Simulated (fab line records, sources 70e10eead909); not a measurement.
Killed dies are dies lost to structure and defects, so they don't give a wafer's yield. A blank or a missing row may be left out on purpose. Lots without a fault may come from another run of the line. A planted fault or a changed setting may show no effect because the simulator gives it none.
A struck lot beside a sound one | flow nand_harc | 42 steps out of a route of 1302
Sound: wafers L410.1, L410.3, L410.4. Struck: wafers L414.3, L414.5, L414.6. The cause comes at the end.
At each step with rows: each side's tool, then ch and its chambers, then its first start. Under that, the readings that differ: sound wafers | struck wafers | difference of the means | sigmas: that difference in standard deviations of wafers without a fault.
alike: readings whose means differ by less than 2 such deviations, and words and numbers that are the same on both sides. not compared: withheld readings, readings that some wafer has no value for, bounds like >300 that may hide the same value, and numbers for which the record gives no deviation and whose values overlap.
The two part at a step that has a row with sigmas, a row that says differs or no value, or rows on one side only. Numbers that don't overlap but have no deviation are shown without sigmas and don't part them. A reading that every wafer of one side lacks parts them only if that side has two wafers or more.

NHARC_A_BONDPAD_INSPECT_23:
  sound on defect_inspect-01, day 27 16:25; struck on defect_inspect-01, day 28 22:16
  alike: raw_defect_count
then, 5 steps without rows for these wafers: NHARC_HYBRID_BOND_ACTIVATE_00 (chemistry N2, time 60 s); NHARC_HYBRID_BOND_PRECLEAN_01 (cleans in DIW, time 300 s); NHARC_HYBRID_BOND_SRD_02 (time 30 s, dry time 20 s); NHARC_HYBRID_BOND_BOND_03; NHARC_HYBRID_BOND_ANNEAL_04 (time 7200 s).
NHARC_HYBRID_BOND_OVL_MEAS_05:
  sound on overlay-01, day 27 23:34; struck on overlay-01, day 29 08:35
  alike: overlay_x_nm, overlay_y_nm
NHARC_HYBRID_BOND_INSPECT_06: inspects for defects (ir void).
  sound on defect_inspect-02, day 27 23:37; struck on defect_inspect-01, day 29 08:38
  alike: raw_defect_count
then, 1 step without rows for these wafers: NHARC_THIN_TSV_GRIND_00.
NHARC_THIN_TSV_CMP_01: polishes.
  sound on cmp-03 ch 1,2,3, day 28 01:02; struck on cmp-01 ch 0,1,3, day 29 10:04
  alike: motor_current_A
NHARC_THIN_TSV_THK_MEAS_02: measures by ir.
  sound on film_metro-02, day 28 01:16; struck on film_metro-01, day 29 10:16
  alike: thk_nm
then, 1 step without rows for these wafers: NHARC_THIN_TSV_SRD_03.
NHARC_THIN_TSV_PRECLEAN_41: cleans in SC1.
  sound on wet_bench-10 ch 0,4,5, day 28 01:20; struck on wet_bench-08 ch 0,4,7, day 29 10:20
then, 1 step without rows for these wafers: NHARC_THIN_TSV_SRD_42.
NHARC_THIN_TSV_DEP_43: deposits SiO2, target thk 1328.5 nm.
  sound on pecvd-01 ch 0,1, day 28 01:30; struck on pecvd-04 ch 0,1, day 29 10:33
  alike: throttle_valve_pct
then, 8 steps without rows for these wafers: NHARC_THIN_TSV_DEHYDRATE_04 (time 120 s); NHARC_THIN_TSV_HMDS_05 (time 30 s); NHARC_THIN_TSV_COAT_06; NHARC_THIN_TSV_SOFTBAKE_07 (time 95 s); NHARC_THIN_TSV_EBR_08; NHARC_THIN_TSV_EXPOSE_09 (exposes mask TSV); NHARC_THIN_TSV_PEB_10 (peb time 85 s); NHARC_THIN_TSV_DEVELOP_11 (time 70 s).
NHARC_THIN_TSV_CD_MEAS_12: target cd 1000 nm.
  sound on cd_sem-02 ch 0, day 28 02:13; struck on cd_sem-03 ch 0, day 29 11:20
  alike: cd_nm
then, 1 step without rows for these wafers: NHARC_THIN_TSV_HARDBAKE_13 (time 80 s).
NHARC_THIN_TSV_DESCUM_14: chemistry O2, time 3 s.
  sound on rie_diel-01 ch 1,2,3, day 28 02:23; struck on rie_diel-13 ch 0,1, day 29 11:31
  reading                | sound                | struck               | difference | sigmas
  throttle_valve_pct (%) | 11.315 11.325 11.325 | 11.311 11.294 11.308 | -0.017     | -2
  alike: drypump_motor_current_A, oes_product_au, rf_vpp_V, showerhead_plenum_p_Torr
  not compared: rf_hours_counter_h
then, 2 steps without rows for these wafers: NHARC_THIN_TSV_ETCH_44 (etches the open film in CF4/O2, target depth 1594.2 nm, time 797.1 s); NHARC_THIN_TSV_ETCH_15 (target depth 3000 nm, bosch target overetch cycles 2, bosch etch step 2.8 s).
NHARC_THIN_TSV_CD_MEAS_16:
  sound on cd_sem-01, day 28 03:19; struck on cd_sem-02, day 29 12:18
  alike: cd_nm
then, 8 steps without rows for these wafers: NHARC_THIN_TSV_STRIP_45 (strips in O2); NHARC_THIN_TSV_STRIP_46 (strips in post etch residue remover, time 1200 s); NHARC_THIN_TSV_DEP_47 (deposits SiO2, target thk 200 nm); NHARC_THIN_TSV_ETCHBACK_48 (etches the open film in C4F8/Ar, target depth 1028.5 nm, time 405.17 s); NHARC_THIN_TSV_STRIP_62 (strips in N2/H2, time 20 s); NHARC_THIN_TSV_DEGAS_49 (time 120 s); NHARC_THIN_TSV_PRE_CLEAN_50 (time 30 s); NHARC_THIN_TSV_PVD_19 (deposits TaN, target thk 20 nm).
NHARC_THIN_TSV_PVD_51: deposits Cu, target thk 100 nm.
  sound on pvd_sputter-02; struck on pvd_sputter-03
  alike: throttle_valve_pct
then, 1 step without rows for these wafers: NHARC_THIN_TSV_ECD_20 (material Cu, target thk 2000 nm).
NHARC_THIN_TSV_ANNEAL_52: time 90 s.
  sound on rtp_anneal-01 ch 0, day 28 06:20; struck on rtp_anneal-02 ch 0, day 29 15:25
  reading          | sound             | struck            | difference | sigmas
  wafer_temp_C_max | 225.6 226.0 225.7 | 227.2 226.5 226.6 | +1.0       | +2
  alike: anneal_temp_c
then, 1 step without rows for these wafers: NHARC_THIN_TSV_CMP_21 (polishes, t overpolish 30 s, target thk 2000 nm).
NHARC_END_SORT_01:
  the record has rows for the struck wafers here (prober-02 ch 0, day 30 03:58) and none for the sound ones

WHERE THEY PART
First at NHARC_THIN_TSV_DESCUM_14; last, within this record, at NHARC_END_SORT_01.

WHY: what the simulator had put in
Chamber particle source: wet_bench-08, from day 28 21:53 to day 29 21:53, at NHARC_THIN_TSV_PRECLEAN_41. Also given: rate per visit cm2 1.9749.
